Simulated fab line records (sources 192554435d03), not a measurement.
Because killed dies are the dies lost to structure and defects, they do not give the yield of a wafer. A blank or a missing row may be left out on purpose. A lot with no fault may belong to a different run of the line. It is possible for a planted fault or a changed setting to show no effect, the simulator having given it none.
Chamber matching + flow n5-finfet + N5_SD_EPI_P_ETCH_37 on rie-diel-02: 4 sister chambers
The step etches SOC in N2/H2, overetch 108 nm, time 486 s. 8 wafers are shown with their chamber, then 8 later ones without.

== EACH WAFER AND ITS CHAMBER ==
| wafer  | chamber | drypump-motor-current-A (A) | throttle-valve-pct (%) |
|--------|---------|-----------------------------|------------------------|
| L078.4 | 3       | 6.8                         | 24.46                  |
| L078.6 | 0       | 5.4                         | 23.72                  |
| L081.2 | 0       | 5.4                         | 23.74                  |
| L081.4 | 3       | 6.8                         | 24.48                  |
| L085.2 | 1       | 6.4                         | 23.55                  |
| L085.4 | 1       | 6.4                         | 23.54                  |
| L085.6 | 2       | 6.6                         | 23.73                  |
| L087.3 | 2       | 6.5                         | 23.73                  |

== WAFERS WHOSE CHAMBER IS MISSING ==
| wafer  | drypump-motor-current-A (A) | throttle-valve-pct (%) |
|--------|-----------------------------|------------------------|
| L087.4 | 6.8                         | 24.48                  |
| L087.5 | 6.8                         | 24.47                  |
| L089.1 | 6.5                         | 23.75                  |
| L089.2 | 6.8                         | 24.46                  |
| L089.4 | 5.4                         | 23.74                  |
| L096.1 | 6.8                         | 24.50                  |
| L096.3 | 5.4                         | 23.76                  |
| L096.4 | 5.4                         | 23.75                  |

== THE CHAMBER EACH PASSED THROUGH ==
| wafer  | from the rows above | in truth |
|--------|---------------------|----------|
| L087.4 | 3                   | 3        |
| L087.5 | 3                   | 3        |
| L089.1 | 2                   | 2        |
| L089.2 | 3                   | 3        |
| L089.4 | 0                   | 0        |
| L096.1 | 3                   | 3        |
| L096.3 | 0                   | 0        |
| L096.4 | 0                   | 0        |
Correct placement for 8 of the 8. Number that these rows cannot place: 0. Number placed wrongly: 0.
How it was worked out, from the rows above alone: a wafer's distance from a chamber is the root of the sum, over the readings, of the square of ((its reading less the chamber's mean) divided by the reading's scatter). If the next closest chamber is less than 2 further off than the closest, the wafer can't be placed; otherwise it belongs to the closest. For every chamber, the mean is computed from those of its wafers that are shown. The scatter is the square root of a quotient: the sum, over the shown wafers, of each reading's squared deviation from its chamber's mean, divided by wafers minus chambers.
